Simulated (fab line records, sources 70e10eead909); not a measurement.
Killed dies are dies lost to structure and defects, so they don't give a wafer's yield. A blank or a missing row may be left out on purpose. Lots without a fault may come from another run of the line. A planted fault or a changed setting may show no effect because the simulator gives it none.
A struck lot beside a sound one | flow nand_harc | 13 steps out of a route of 1302
Sound: wafers L611.3, L611.4, L611.6. Struck: wafers L609.1, L609.2, L609.5. The cause comes at the end.
At each step with rows: each side's tool, then ch and its chambers, then its first start. Under that, the readings that differ: sound wafers | struck wafers | difference of the means | sigmas: that difference in standard deviations of wafers without a fault.
alike: readings whose means differ by less than 2 such deviations, and words and numbers that are the same on both sides. not compared: withheld readings, readings that some wafer has no value for, bounds like >300 that may hide the same value, and numbers for which the record gives no deviation and whose values overlap.
The two part at a step that has a row with sigmas, a row that says differs or no value, or rows on one side only. Numbers that don't overlap but have no deviation are shown without sigmas and don't part them. A reading that every wafer of one side lacks parts them only if that side has two wafers or more.

NHARC_P_M1_DEGAS_29: time 60 s.
  sound on pvd_sputter-01, day 13 15:08; struck on pvd_sputter-01, day 12 12:59
  alike: heater_power_w
NHARC_P_M1_PRE_CLEAN_30: time 30 s.
  sound on pvd_sputter-01; struck on pvd_sputter-01
  alike: heater_power_w
then, 1 step without rows for these wafers: NHARC_P_M1_PVD_20 (deposits TaN, target thk 5 nm, time 8.06 s).
NHARC_P_M1_PVD_21: deposits Cu, target thk 30 nm, time 20.49 s.
  sound on pvd_sputter-01; struck on pvd_sputter-01
  alike: throttle_valve_pct
then, 2 steps without rows for these wafers: NHARC_P_M1_ECD_22 (material Cu, target thk 400 nm); NHARC_P_M1_ANNEAL_31 (time 90 s).
NHARC_P_M1_CMP_23: polishes, t overpolish 20 s, target thk 157.82 nm.
  sound on cmp-04 ch 0,2, day 13 16:13; struck on cmp-02 ch 0,1,3, day 12 14:25
  alike: motor_current_A, time_to_endpoint_s
NHARC_P_M1_THK_MEAS_24: measures by xrf.
  sound on film_metro-02, day 13 16:32; struck on film_metro-02, day 12 14:40
  alike: thk_nm
then, 1 step without rows for these wafers: NHARC_P_M1_SRD_25.
NHARC_P_M1_INSPECT_27:
  sound on defect_inspect-01, day 13 16:41; struck on defect_inspect-02, day 12 14:49
  reading          | sound       | struck       | difference | sigmas
  raw_defect_count | 263 668 235 | 344 1275 674 | +376       | +3
NHARC_P_M1_PRE_CLEAN_32: time 12 s.
  sound on pecvd-01 ch 0,1,2, day 13 16:46; struck on pecvd-03 ch 0,2, day 12 14:53
  alike: heater_power_outer_w, heater_power_w
NHARC_P_M1_DEP_33: deposits SiCN, target thk 30 nm.
  sound on pecvd-01 ch 0,1,2, day 13 16:55; struck on pecvd-03 ch 0,2, day 12 14:58
  no value came back on the struck wafers for chamber_pressure_Torr (Torr), heater_power_outer_w (W), heater_power_w (W); on the sound wafers chamber_pressure_Torr (Torr) reads 2.997 3.004 3.005
then, 1 step without rows for these wafers: NHARC_P_M2_DEP_00 (deposits SiOC, target thk 182.5 nm).

WHERE THEY PART
First at NHARC_P_M1_INSPECT_27; last, within this record, at NHARC_P_M1_DEP_33.

WHY: what the simulator had put in
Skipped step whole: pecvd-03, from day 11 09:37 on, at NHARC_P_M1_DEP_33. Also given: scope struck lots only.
